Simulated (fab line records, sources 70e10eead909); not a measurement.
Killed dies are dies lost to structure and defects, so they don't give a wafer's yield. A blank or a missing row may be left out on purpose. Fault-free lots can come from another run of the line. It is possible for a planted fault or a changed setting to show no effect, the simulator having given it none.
Problem report, 8D (eight disciplines) form, completed by code / flow nandHarc / the parts of the form that need people (team, actions taken, sign-off) are left out

1. THE PROBLEM
killedAtPeriphery at NHARC_END_SORT_01 reads a mean of 654.3 on 3 wafers of 3 lots; wafers without a fault read 3.3 with a standard deviation of 2.3. So: +99 or more standard deviations from the usual mean.
The first sign was on wafer L838.4 at day 20 23:27, on prober-01. Wafers with a number at this step in the record: 9, from 3 lots. The rule behind "out" and "out of limits": a value lying over 4 standard deviations away from the usual mean. The other wafers with a number count as sound.

2. WHAT IT IS; WHAT IT IS NOT
question=which readings at this step | is=killedAtPeriphery, killedDies | is not=killedAtArray, killedAtOther, killedOpen, killedShort
question=which lots | is=L838, L841, L842 | is not=-
question=which wafers of those lots | is=L838.4, L841.4, L842.5 | is not=L838.1, L838.6, L841.2, L841.3, L842.1, L842.2
question=read on which gauges | is=prober-01, prober-02 | is not=-
question=when | is=from day 20 23:27 | is not=up to then (1 sound wafer); but 5 sound wafers of L838, L841, L842 came after

3. SUSPECTS, AND WHAT RULES EACH OUT
Counting: any tool at a process step up to the reading remains a suspect provided it ran every lot that is out. Sound lots after the first of them don't rule it out here, since some wafers of a struck lot are sound.
- ruled out: the gauge at NHARC_END_SORT_01. The wafers that are out were read on 2 gauges (prober-01, prober-02).
- lithoTrack-03 at NHARC_P_GATE_DEVELOP_90 (time 70 s): kept. It ran every lot that is out, first L838 (day 6 21:00).
The count leaves lithoTrack-03 at NHARC_P_GATE_DEVELOP_90.

4. THE CAUSE (what the simulator had put in)
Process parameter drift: lithoTrack-03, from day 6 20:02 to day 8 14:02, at NHARC_P_GATE_DEVELOP_90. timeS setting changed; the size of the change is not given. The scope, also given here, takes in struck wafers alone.
The count eliminated every tool but this one.

5. THE EFFECT CHAIN, in route order
Each row: a reading where the mean over the struck wafers with a number is more than 3 standard deviations away from the usual. Readings are gone through only where the record gives a usual standard deviation; hours: the median, over the lots, of the time from a lot's start at the first step in this table giving one to that lot's start at this step; sigmas: the change measured in usual standard deviations.
hours=0; step=NHARC_END_SORT_01; reading=killedAtPeriphery; usual=3.3; on struck wafers=654.3; change=+651.0; sigmas=+99 or more
hours=0; step=NHARC_END_SORT_01; reading=killedDies; usual=32; on struck wafers=677; change=+645; sigmas=+69

6. WHAT WOULD HAVE CAUGHT IT SOONER
Counted from the fault's start at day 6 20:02, it took 339 hours until the first out-of-limits reading at a measuring or inspecting step in this record, taken at day 20 23:27.
All the lots that are out (3) had begun NHARC_P_GATE_DEVELOP_90 on lithoTrack-03 by day 20 23:27. Tool hold at that time: it would have spared none of them.
